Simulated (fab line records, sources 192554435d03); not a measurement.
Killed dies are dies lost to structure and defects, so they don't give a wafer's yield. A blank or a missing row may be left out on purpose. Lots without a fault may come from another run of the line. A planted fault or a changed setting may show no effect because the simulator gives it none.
fab line records | flow n5_finfet | part 2 of 2: steps 28 to 28 of 28
record lots=6 wafers=18 last_day=17
route steps=1938 shown STI_FIN_REVEAL@184 BEOL_M4@1111 PASSIVATION@1936
lots that met no fault: from a run of the same line without faults
start_h: hours from the record's first day to the start of the lot's first wafer shown | wait_h: hours since the lot's step before | " the same as in the row above | L1.1+2: a row that stands for several wafers | - no value, or no start given | * or withheld: withheld | < > ~ a bound
route shown NAME@n: a module of which the file shows steps, and the number in the route of the first | usual: mean/standard deviation of fault-free wafers | same: alike in all rows | chamber/n: place in a boat | sites: the reading at each site | _std_site: their standard deviation | _edge_site: outer sites' mean less inner sites' | radius_mm: how far each site lies from the wafer's centre | mask NAME#n: copy n | behind: the tool/chamber that last shaped the wafer | hold: why the lot was held/for how many hours/how that ended | device: the transistor (n, p or np) that didn't switch | end of line: the same wafers' tests at the end of the route | a step without rows: its recipe alone | killed: dies lost to structure and defects at the first sort, not the wafer's yield | map: a wafer's dies, x killed, . not, _ none there
set.NAME: the setting as run; set.NAME@STEP: as run at that earlier step | model.NAME: the simulator's own value behind a step, which no gauge read
lots at some steps of the route; a table a step, a row a wafer
services: from which hour (start_h, from the record's first day; less than 0 if before it) a tool's chamber was out of use, for how many hours, and why
## steps
# step N5_PASSIVATION_PROBE_49
# usual defect_limited_yield=91.4/1.6 killed_at_M0_to_M3=31/11 killed_at_M4_up=14/5.7 killed_at_contacts=12/6 killed_at_front_end=41/13 killed_at_other=3.3/2.8 killed_dies=101/19 killed_on_rim=13/3.9 killed_open=67/14 killed_short=33/8.2 sort_bin_5_function=5.0/1.1 sort_bin_6_memory=3.3/0.74 sort_bin_8_speed=0.0/0.36 sort_n_pass=1078/20 sort_yield_pct=91.3/1.7
# same gross_dies=1180 killed_at_back_side=0 sort_bin_4_leakage[%]=0
# columns lot.wafer tool chamber start_h wait_h defect_limited_yield[%] killed_at_M0_to_M3 killed_at_M4_up killed_at_contacts killed_at_front_end killed_at_other killed_dies killed_on_rim killed_open killed_short sort_bin_5_function[%] sort_bin_6_memory[%] sort_bin_8_speed[%] sort_n_pass sort_yield_pct[%]
L851.3 prober-02 - 254.85 0.1 93.8 12 13 3 43 2 73 13 51 22 3.4 2.7 0 1107 93.8
L851.5 prober-02 - 254.95 0.2 93.2 29 6 9 27 9 80 10 48 31 3.6 2.9 0 1100 93.2
L851.6 prober-02 - 255.00 0.3 93.0 20 8 9 41 5 83 9 54 28 3.9 2.7 0 1097 93.0
L852.1 prober-02 - 278.19 0.0 91.4 31 13 7 48 3 102 13 57 42 5.3 3.1 0 1078 91.4
L852.2 prober-02 - 278.24 0.1 91.4 41 9 9 41 2 102 14 62 30 4.3 3.4 0.1 1078 91.4
L852.5 prober-02 - 278.39 0.2 91.1 27 18 7 47 6 105 11 68 36 5.3 3.3 0 1075 91.1
L860.3 prober-01 - 311.14 0.1 0 33 17 22 1108 0 1180 152 61 40 96.8 3.2 0 0 0
L860.4 prober-01 - 311.19 0.2 0 23 12 14 1130 1 1180 152 65 26 96.7 3.1 0 0 0
L860.6 prober-01 - 311.29 0.3 0 33 11 12 1121 3 1180 152 70 21 96.4 3.3 0 0 0
L861.1 prober-01 - 324.56 0.0 0 34 12 3 1128 3 1180 152 69 30 96.6 3.2 0 0 0
L861.3 prober-01 - 324.66 0.1 0 27 9 5 1137 2 1180 152 57 43 96.7 3.0 0 0 0
L861.6 prober-01 - 324.81 0.3 0 33 12 5 1128 2 1180 152 72 42 95.8 3.7 0 0 0
L869.1 prober-02 - 371.67 0.0 92.5 30 7 17 31 3 88 13 68 17 4.1 3.1 0 1092 92.5
L869.3 prober-02 - 371.77 0.1 92.6 33 16 15 23 0 87 13 60 24 5.3 1.7 0 1093 92.6
L869.6 prober-02 - 371.92 0.3 92.0 36 13 12 32 1 94 10 58 29 4.2 3.0 0 1086 92.0
L874.1 prober-01 - 417.12 0.0 92.2 20 15 23 33 1 92 12 57 34 4.4 3.1 0 1088 92.2
L874.5 prober-01 - 417.32 0.2 90.0 25 17 17 51 8 118 21 79 37 5.8 4.0 0 1062 90.0
L874.6 prober-01 - 417.37 0.3 88.7 32 26 12 57 6 133 12 90 43 5.4 5.6 0 1047 88.7
# killed by level:class
L851.3 FIN_SAQP:geometric_particle:open=12 FIN_SAQP:geometric_particle:short=10 STI_FIN_REVEAL:geometric_particle:open=8 BEOL_M4:geometric_particle:open=6 BEOL_M2:geometric_particle:open=5 STARTING-WAFER:geometric_particle:open=5 STARTING-WAFER:geometric_particle:short=4 MOL_CONTACT_COAG:geometric_particle:open=3
L851.5 FIN_SAQP:geometric_particle:short=7 BEOL_M2:geometric_particle:open=7 MOL_CONTACT_COAG:geometric_particle:open=6 FIN_SAQP:geometric_particle:open=5 DUMMY_GATE:geometric_particle:open=5 BEOL_M0_SAQP:geometric_particle:open=5 BEOL_M0_SAQP:geometric_particle:short=5 BEOL_M4:geometric_particle:open=4
L851.6 FIN_SAQP:geometric_particle:open=8 STI_FIN_REVEAL:geometric_particle:open=8 MOL_CONTACT_COAG:geometric_particle:open=8 BEOL_M2:geometric_particle:open=7 FIN_SAQP:geometric_particle:short=6 BEOL_M4:geometric_particle:open=4 BEOL_M3:geometric_particle:open=4 DUMMY_GATE:geometric_particle:open=3
L852.1 STI_FIN_REVEAL:geometric_particle:open=11 GATE_CUT:geometric_particle:short=10 BEOL_M0:geometric_particle:short=9 BEOL_M4:geometric_particle:open=9 BEOL_M3:geometric_particle:open=8 MOL_CONTACT_COAG:geometric_particle:open=6 FIN_SAQP:geometric_particle:open=4 STI_FIN_REVEAL:geometric_particle:short=4
L852.2 STI_FIN_REVEAL:geometric_particle:open=17 BEOL_M0_SAQP:geometric_particle:short=12 BEOL_M0_SAQP:geometric_particle:open=12 MOL_CONTACT_COAG:geometric_particle:open=8 HKMG_FIN:area_etch=6 BEOL_M0:geometric_particle:short=5 BEOL_M0:geometric_particle:open=4 BEOL_M4:geometric_particle:open=4
L852.5 FIN_SAQP:geometric_particle:open=12 STI_FIN_REVEAL:geometric_particle:open=12 BEOL_M0_SAQP:geometric_particle:short=8 BEOL_M0_SAQP:geometric_particle:open=8 BEOL_M4:geometric_particle:open=7 MOL_CONTACT_COAG:geometric_particle:open=6 BEOL_M3:geometric_particle:open=5 GATE_CUT:geometric_particle:open=4
L860.3 STI_FIN_REVEAL:area_recess=1076 MOL_CONTACT_COAG:geometric_particle:open=16 BEOL_M0_SAQP:geometric_particle:short=11 BEOL_M0_SAQP:geometric_particle:open=7 FIN_SAQP:geometric_particle:open=6 MOL_CONTACT_COAG:geometric_particle:short=6 BEOL_M3:geometric_particle:open=6 BEOL_M4:geometric_particle:open=5
L860.4 STI_FIN_REVEAL:area_recess=1088 FIN_SAQP:geometric_particle:open=17 MOL_CONTACT_COAG:geometric_particle:open=13 BEOL_M0_SAQP:geometric_particle:short=10 BEOL_M0_SAQP:geometric_particle:open=7 BEOL_M4:geometric_particle:open=6 GATE_CUT:geometric_particle:short=5 STARTING-WAFER:geometric_particle:open=5
L860.6 STI_FIN_REVEAL:area_recess=1088 BEOL_M0_SAQP:geometric_particle:open=16 STI_FIN_REVEAL:geometric_particle:open=14 MOL_CONTACT_COAG:geometric_particle:open=11 BEOL_M0_SAQP:geometric_particle:short=10 FIN_SAQP:geometric_particle:open=3 BEOL_M0:geometric_particle:open=3 BEOL_M4:geometric_particle:open=3
L861.1 STI_FIN_REVEAL:area_recess=1080 FIN_SAQP:geometric_particle:open=12 BEOL_M0_SAQP:geometric_particle:open=11 STI_FIN_REVEAL:geometric_particle:open=10 BEOL_M0_SAQP:geometric_particle:short=8 BEOL_M1:geometric_particle:open=7 FIN_SAQP:geometric_particle:short=6 BEOL_M4:geometric_particle:open=6
L861.3 STI_FIN_REVEAL:area_recess=1080 FIN_SAQP:geometric_particle:open=18 FIN_SAQP:geometric_particle:short=15 BEOL_M2:geometric_particle:open=9 BEOL_M0_SAQP:geometric_particle:short=8 STI_FIN_REVEAL:geometric_particle:open=6 STI_FIN_REVEAL:geometric_particle:short=5 MOL_CONTACT_COAG:geometric_particle:open=4
L861.6 STI_FIN_REVEAL:area_recess=1065 FIN_SAQP:geometric_particle:open=12 FIN_SAQP:geometric_particle:short=12 STI_FIN_REVEAL:geometric_particle:open=11 BEOL_M1:geometric_particle:open=6 BEOL_M2:geometric_particle:open=6 GATE_CUT:geometric_particle:short=6 MOL_CONTACT_COAG:geometric_particle:open=5
L869.1 MOL_CONTACT_COAG:geometric_particle:open=13 FIN_SAQP:geometric_particle:open=11 BEOL_M3:geometric_particle:open=10 BEOL_M1:geometric_particle:open=6 BEOL_M2:geometric_particle:open=6 MOL_CONTACT_COAG:geometric_particle:short=4 BEOL_M1:geometric_particle:short=4 STI_FIN_REVEAL:geometric_particle:open=3
L869.3 MOL_CONTACT_COAG:geometric_particle:open=11 BEOL_M3:geometric_particle:open=9 BEOL_M2:geometric_particle:open=6 BEOL_M0_SAQP:geometric_particle:short=5 BEOL_M4:geometric_particle:open=5 DUMMY_GATE:geometric_particle:open=4 MOL_CONTACT_COAG:geometric_particle:short=4 BEOL_M1:geometric_particle:open=4
L869.6 BEOL_M0_SAQP:geometric_particle:open=11 BEOL_M0_SAQP:geometric_particle:short=11 STI_FIN_REVEAL:geometric_particle:open=8 MOL_CONTACT_COAG:geometric_particle:open=7 HKMG_FIN:area_etch=6 MOL_CONTACT_COAG:geometric_particle:short=5 BEOL_M1:geometric_particle:open=5 DUMMY_GATE:geometric_particle:open=4
L874.1 MOL_CONTACT_COAG:geometric_particle:open=16 FIN_SAQP:geometric_particle:open=8 MOL_CONTACT_COAG:geometric_particle:short=7 STARTING-WAFER:geometric_particle:short=6 BEOL_M4:geometric_particle:open=5 BEOL_M7:geometric_particle:open=5 BEOL_M1:geometric_particle:open=4 BEOL_M0_SAQP:geometric_particle:short=4
L874.5 MOL_CONTACT_COAG:geometric_particle:open=15 STI_FIN_REVEAL:geometric_particle:open=13 FIN_SAQP:geometric_particle:open=12 BEOL_M4:geometric_particle:open=10 BEOL_M0_SAQP:geometric_particle:short=8 FIN_SAQP:geometric_particle:short=6 STARTING-WAFER:geometric_particle:open=6 PASS1_CAP:geometric_particle:short=4
L874.6 FIN_SAQP:geometric_particle:open=18 MOL_CONTACT_COAG:geometric_particle:open=11 STI_FIN_REVEAL:geometric_particle:open=11 BEOL_M0_SAQP:geometric_particle:open=8 BEOL_M4:geometric_particle:open=7 FIN_SAQP:geometric_particle:short=6 BEOL_M0_SAQP:geometric_particle:short=6 BEOL_M4:geometric_particle:short=6
# map L860.3 (x killed, . not)
_________________xxxxxxxxxxxx________________
______________xxxxxxxxxxxxxxxxxx_____________
___________xxxxxxxxxxxxxxxxxxxxxxxx__________
__________xxxxxxxxxxxxxxxxxxxxxxxxxx_________
________xxxxxxxxxxxxxxxxxxxxxxxxxxxxxx_______
_______xxxxxxxxxxxxxxxxxxxxxxxxxxxxxxxx______
______xxxxxxxxxxxxxxxxxxxxxxxxxxxxxxxxxx_____
_____xxxxxxxxxxxxxxxxxxxxxxxxxxxxxxxxxxxx____
____xxxxxxxxxxxxxxxxxxxxxxxxxxxxxxxxxxxxxx___
___xxxxxxxxxxxxxxxxxxxxxxxxxxxxxxxxxxxxxxxx__
___xxxxxxxxxxxxxxxxxxxxxxxxxxxxxxxxxxxxxxxx__
__xxxxxxxxxxxxxxxxxxxxxxxxxxxxxxxxxxxxxxxxxx_
__xxxxxxxxxxxxxxxxxxxxxxxxxxxxxxxxxxxxxxxxxx_
_xxxxxxxxxxxxxxxxxxxxxxxxxxxxxxxxxxxxxxxxxxxx
_xxxxxxxxxxxxxxxxxxxxxxxxxxxxxxxxxxxxxxxxxxxx
_xxxxxxxxxxxxxxxxxxxxxxxxxxxxxxxxxxxxxxxxxxxx
_xxxxxxxxxxxxxxxxxxxxxxxxxxxxxxxxxxxxxxxxxxxx
_xxxxxxxxxxxxxxxxxxxxxxxxxxxxxxxxxxxxxxxxxxxx
_xxxxxxxxxxxxxxxxxxxxxxxxxxxxxxxxxxxxxxxxxxxx
_xxxxxxxxxxxxxxxxxxxxxxxxxxxxxxxxxxxxxxxxxxxx
_xxxxxxxxxxxxxxxxxxxxxxxxxxxxxxxxxxxxxxxxxxxx
__xxxxxxxxxxxxxxxxxxxxxxxxxxxxxxxxxxxxxxxxxx_
__xxxxxxxxxxxxxxxxxxxxxxxxxxxxxxxxxxxxxxxxxx_
___xxxxxxxxxxxxxxxxxxxxxxxxxxxxxxxxxxxxxxxx__
___xxxxxxxxxxxxxxxxxxxxxxxxxxxxxxxxxxxxxxxx__
____xxxxxxxxxxxxxxxxxxxxxxxxxxxxxxxxxxxxxx___
_____xxxxxxxxxxxxxxxxxxxxxxxxxxxxxxxxxxxx____
______xxxxxxxxxxxxxxxxxxxxxxxxxxxxxxxxxx_____
_______xxxxxxxxxxxxxxxxxxxxxxxxxxxxxxxx______
________xxxxxxxxxxxxxxxxxxxxxxxxxxxxxx_______
__________xxxxxxxxxxxxxxxxxxxxxxxxxx_________
___________xxxxxxxxxxxxxxxxxxxxxxxx__________
______________xxxxxxxxxxxxxxxxxx_____________
_________________xxxxxxxxxxxx________________
# map L861.1 (x killed, . not)
_________________xxxxxxxxxxxx________________
______________xxxxxxxxxxxxxxxxxx_____________
___________xxxxxxxxxxxxxxxxxxxxxxxx__________
__________xxxxxxxxxxxxxxxxxxxxxxxxxx_________
________xxxxxxxxxxxxxxxxxxxxxxxxxxxxxx_______
_______xxxxxxxxxxxxxxxxxxxxxxxxxxxxxxxx______
______xxxxxxxxxxxxxxxxxxxxxxxxxxxxxxxxxx_____
_____xxxxxxxxxxxxxxxxxxxxxxxxxxxxxxxxxxxx____
____xxxxxxxxxxxxxxxxxxxxxxxxxxxxxxxxxxxxxx___
___xxxxxxxxxxxxxxxxxxxxxxxxxxxxxxxxxxxxxxxx__
___xxxxxxxxxxxxxxxxxxxxxxxxxxxxxxxxxxxxxxxx__
__xxxxxxxxxxxxxxxxxxxxxxxxxxxxxxxxxxxxxxxxxx_
__xxxxxxxxxxxxxxxxxxxxxxxxxxxxxxxxxxxxxxxxxx_
_xxxxxxxxxxxxxxxxxxxxxxxxxxxxxxxxxxxxxxxxxxxx
_xxxxxxxxxxxxxxxxxxxxxxxxxxxxxxxxxxxxxxxxxxxx
_xxxxxxxxxxxxxxxxxxxxxxxxxxxxxxxxxxxxxxxxxxxx
_xxxxxxxxxxxxxxxxxxxxxxxxxxxxxxxxxxxxxxxxxxxx
_xxxxxxxxxxxxxxxxxxxxxxxxxxxxxxxxxxxxxxxxxxxx
_xxxxxxxxxxxxxxxxxxxxxxxxxxxxxxxxxxxxxxxxxxxx
_xxxxxxxxxxxxxxxxxxxxxxxxxxxxxxxxxxxxxxxxxxxx
_xxxxxxxxxxxxxxxxxxxxxxxxxxxxxxxxxxxxxxxxxxxx
__xxxxxxxxxxxxxxxxxxxxxxxxxxxxxxxxxxxxxxxxxx_
__xxxxxxxxxxxxxxxxxxxxxxxxxxxxxxxxxxxxxxxxxx_
___xxxxxxxxxxxxxxxxxxxxxxxxxxxxxxxxxxxxxxxx__
___xxxxxxxxxxxxxxxxxxxxxxxxxxxxxxxxxxxxxxxx__
____xxxxxxxxxxxxxxxxxxxxxxxxxxxxxxxxxxxxxx___
_____xxxxxxxxxxxxxxxxxxxxxxxxxxxxxxxxxxxx____
______xxxxxxxxxxxxxxxxxxxxxxxxxxxxxxxxxx_____
_______xxxxxxxxxxxxxxxxxxxxxxxxxxxxxxxx______
________xxxxxxxxxxxxxxxxxxxxxxxxxxxxxx_______
__________xxxxxxxxxxxxxxxxxxxxxxxxxx_________
___________xxxxxxxxxxxxxxxxxxxxxxxx__________
______________xxxxxxxxxxxxxxxxxx_____________
_________________xxxxxxxxxxxx________________
## services
# columns tool chamber start_h hours kind
ald_sin-03 0 7.75 - clean
ald_sin-03 1 7.75 - clean
ald_sin-03 2 7.75 - clean
ald_sin-03 3 7.75 - clean
ald_sin-02 0 14.49 7.7 repair
cmp-01 - 26.89 1.8 repair
plasma_asher-01 - 35.16 4.1 repair
cmp-02 - 37.04 5.2 repair
cmp-01 - 50.37 0.7 repair
ald_sin-02 3 53.36 14.6 repair
rie_diel-03 3 53.73 7.9 repair
cmp-01 - 70.69 3.3 pm
cmp-01 - 77.15 3.3 repair
cmp-02 - 82.18 4.6 pm
vapor_etch-02 - 87.14 2.2 repair
cmp-02 - 94.45 6.7 repair
plasma_asher-02 - 98.70 0.7 repair
cmp-04 - 123.58 4.3 pm
cmp-01 - 151.31 0.8 repair
cmp-01 - 156.57 4.0 pm
ald_sin-02 - 157.23 6.1 pm
rie_diel-03 0 159.33 1.3 repair
ald_sin-02 1 167.07 5.7 repair
ald_sin-01 2 170.46 11.1 repair
## key
first_sign step=N5_STI_FIN_REVEAL_RECESS_09 reading=tool_record direction=missing
effect step=N5_STI_FIN_REVEAL_FIN_H_MEAS_10 reading=trench_depth_nm direction=down sigmas=51 usual=52.5 struck=-0.4
effect step=N5_PASSIVATION_PROBE_49 reading=sort_bin_5_function direction=up sigmas=87 usual=5.0 struck=96.5
model_effect step=N5_STI_FIN_REVEAL_RECESS_09 value=SiNx_of_FIN_SAQP_HM_DEP_03.thk_nm without=18.8 struck=21.6
more_kills_born_at N5_STI_FIN_REVEAL_RECESS_09@vapor_etch-01=3252 N5_STI_FIN_REVEAL_RECESS_09@vapor_etch-02=3220
met_at N5_STI_FIN_REVEAL_RECESS_09
struck_wafers L860.3,L860.4,L860.6,L861.1,L861.3,L861.6
later_rows_left_out L860.3,L860.4,L860.6,L861.1,L861.3,L861.6
onset_between 42.14 89.46
fault kind=skipped_step_whole tool=vapor_etch-01,vapor_etch-02 chamber=- onset_h=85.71 steps=N5_STI_FIN_REVEAL_RECESS_09 scope=struck_lots_only
# later_rows_left_out: the simulator's readings of these wafers behind a module that went badly wrong aren't trusted and aren't shown, but for the sort
